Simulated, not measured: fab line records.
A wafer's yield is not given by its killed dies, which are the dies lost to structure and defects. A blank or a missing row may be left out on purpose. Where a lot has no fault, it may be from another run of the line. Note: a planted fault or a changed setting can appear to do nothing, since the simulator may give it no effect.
Lot-split experiment	flow n5-finfet	21 wafers read across 7 lots, on a route 1938 steps long

== SPLIT DETAILS ==
At N5_MIM_BOT_ETCH_ETCH_03 (etches the open film in Cl2/BCl3, target depth 12 nm), the setting icp-w was moved away from the recipe's 800 W on 7 of the 21 wafers read, by -16.5% to +15.5%. This setting was run at the recipe's value on the other wafers.

The reading is taken at the split's own step.

== THE READING ==
etch.depth-nm (the simulator's own value, which no gauge read), in nm, at N5_MIM_BOT_ETCH_ETCH_03 (etches the open film in Cl2/BCl3, target depth 12 nm). The file does not state a usual value for it. The 14 wafers here that ran the recipe average 11.89 nm, standard deviation 0.29 nm.

wafer	tool, chamber at the split	icp-w as run, W	against the recipe	etch.depth-nm, nm	against lot-mates on the recipe
L076.3	rie-metal-03, 0	800	recipe	12.22	-
L076.4	rie-metal-03, 1	874	+9.3%	12.8	+0.58
L076.6	rie-metal-03, 0	874	+9.3%	13.2	+0.98
L075.1	rie-metal-03, 0	800	recipe	12.1	-
L075.2	rie-metal-03, 1	800	recipe	11.71	-
L075.5	rie-metal-03, 1	800	recipe	11.87	-
L084.1	rie-metal-01, 1	800	recipe	11.69	-
L084.3	rie-metal-01, 0	667.6	-16.5%	10.27	-1.45
L084.4	rie-metal-01, 1	800	recipe	11.75	-
L082.1	rie-metal-02, 1	800	recipe	11.57	-
L082.4	rie-metal-02, 1	800	recipe	11.55	-
L082.6	rie-metal-02, 1	800	recipe	11.6	-
L086.2	rie-metal-02, 0	800	recipe	12.36	-
L086.3	rie-metal-02, 1	923.6	+15.5%	13.22	+0.86
L086.6	rie-metal-02, 1	923.6	+15.5%	13.25	+0.89
L091.3	rie-metal-03, 0	800	recipe	12.35	-
L091.4	rie-metal-03, 1	897.7	+12.2%	13.05	+0.70
L091.6	rie-metal-03, 0	897.7	+12.2%	13.61	+1.26
L096.1	rie-metal-03, 1	800	recipe	11.64	-
L096.4	rie-metal-03, 0	800	recipe	12.23	-
L096.5	rie-metal-03, 1	800	recipe	11.85	-

FIT RESULTS
A straight line over all 21 wafers: etch.depth-nm changes by +0.101 nm for each +1% of icp-w; r = +0.93; the points scatter about the line by 0.29 nm.
The same after taking each lot's own level away (the mean of its wafers on the recipe; 21 wafers): +0.0742 nm for each +1%; r = +0.94; scatter 0.19 nm.
On that fit, the largest move of icp-w shifts the reading by 1.2 nm.
Measured against the standard deviation above, the lots' own levels, which go from 11.573 to 12.360 nm, span 2.7 times it.
Thus the slope moves with the lot-to-lot level: the two fits are different.
Check: for one of the wafers moved furthest among these (-16.5%), held out of the fit, the line's prediction against its lot-mates is -1.12 nm. It came out at -1.45 nm against them.

== OTHER SPLITS APPLIED TO THESE WAFERS ==
Before the reading, these wafers also passed through other splits. Each is held against what the fit with the lots' levels taken away leaves over:
other split on the same wafers	wafers away from the commonest value	r with etch.depth-nm (lot level and that fit taken away)
N5_BEOL_M14_PEB_26 peb-temp-c	7	+0.15
N5_BEOL_M14_DESCUM_33 time-s	5	-0.26
N5_BEOL_M15_TRENCH_ETCH_34 time-s	6	+0.06
N5_BEOL_M15_STRIP_37 pressure-mtorr	18	-0.24

== THE FILE'S OWN FIT ==
etch.depth-nm changes by +0.0758 nm for each +1% of icp-w, r = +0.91.
